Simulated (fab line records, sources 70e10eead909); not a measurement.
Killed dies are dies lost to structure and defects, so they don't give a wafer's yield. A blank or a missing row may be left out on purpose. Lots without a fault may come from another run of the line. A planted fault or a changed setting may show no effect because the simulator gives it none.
Problem report in the 8D (eight disciplines) form, filled by code | flow nand_harc | the parts of the form that need people (team, actions taken, sign-off) are left out

1. THE PROBLEM
killed_at_array at NHARC_END_SORT_01 reads a mean of 95 on 5 wafers of 2 lots; wafers without a fault read 28 with a standard deviation of 8.9. That is +7.6 standard deviations from the usual mean.
First seen on wafer L772.1, day 20 21:05, on prober-01. The record holds 39 wafers of 13 lots with a number at this step. Rule for "out", or "out of limits": more than 4 standard deviations from the usual mean. The other wafers with a number count as sound.

2. WHAT IT IS AND WHAT IT IS NOT
question                    | is                                     | is not
which readings at this step | killed_at_array, killed_dies           | killed_at_other, killed_at_periphery, killed_open, killed_short
which lots                  | L772, L776                             | L767, L768, L769, L770, L781, L784, L785, L787, L788, L789, L790
which wafers of those lots  | L772.1, L772.4, L772.6, L776.1, L776.5 | L776.2
read on which gauges        | prober-01                              | prober-02
when                        | from day 20 21:05                      | up to then (12 sound wafers); but 22 sound wafers of L776, L781, L784, L785, L787, L788, L789, L790 came after

3. SUSPECTS, AND WHAT RULES EACH OUT
Counting: a tool at a process step up to the reading stays a suspect if it ran every lot that is out. Sound lots after the first of them don't rule it out here, since some wafers of a struck lot are sound.
- the gauge at NHARC_END_SORT_01: kept. All the wafers that are out were read on prober-01, and no step on other tools shows them out.
- har_cap_etch-03 at NHARC_A_CONTACT_ETCH_111 (etches the open film in C4F8/O2/Ar, time 140 s, target depth 700 nm): kept. It ran every lot that is out, first L772 (day 17 12:42); its last sound lot up to then is L769 (day 16 18:18).
- Within har_cap_etch-03 at NHARC_A_CONTACT_ETCH_111: the wafers that are out ran in chamber 1; their sound lot-mates ran in chamber 0.
Left after counting: har_cap_etch-03 at NHARC_A_CONTACT_ETCH_111, prober-01 at NHARC_END_SORT_01.

4. THE CAUSE (what the simulator had put in)
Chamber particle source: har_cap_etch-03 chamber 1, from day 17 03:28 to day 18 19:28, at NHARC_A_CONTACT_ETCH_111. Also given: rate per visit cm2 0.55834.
Counting left 2 suspects, and this tool is among them.

5. THE CHAIN OF EFFECTS, in route order
Each row: a reading whose mean over the struck wafers that have a number lies more than 3 standard deviations from the usual. Only readings for which the record gives a usual standard deviation are gone through. hours: the time from each lot's start at the first step in this table that gives one to its start at this step, as a median over the lots. sigmas: the change in usual standard deviations.
hours | step              | reading         | usual | on struck wafers | change | sigmas
0     | NHARC_END_SORT_01 | killed_at_array | 28    | 95               | +67    | +7.6
0     | NHARC_END_SORT_01 | killed_dies     | 32    | 97               | +65    | +6.9

6. WHAT WOULD HAVE CAUGHT IT SOONER
In this record the first reading out of limits at a measuring or inspecting step was taken at day 20 21:05, 90 hours after the fault began at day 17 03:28.
All the lots that are out (2) had begun NHARC_A_CONTACT_ETCH_111 on har_cap_etch-03 by day 20 21:05. A hold on the tool at that time would have spared none of them.
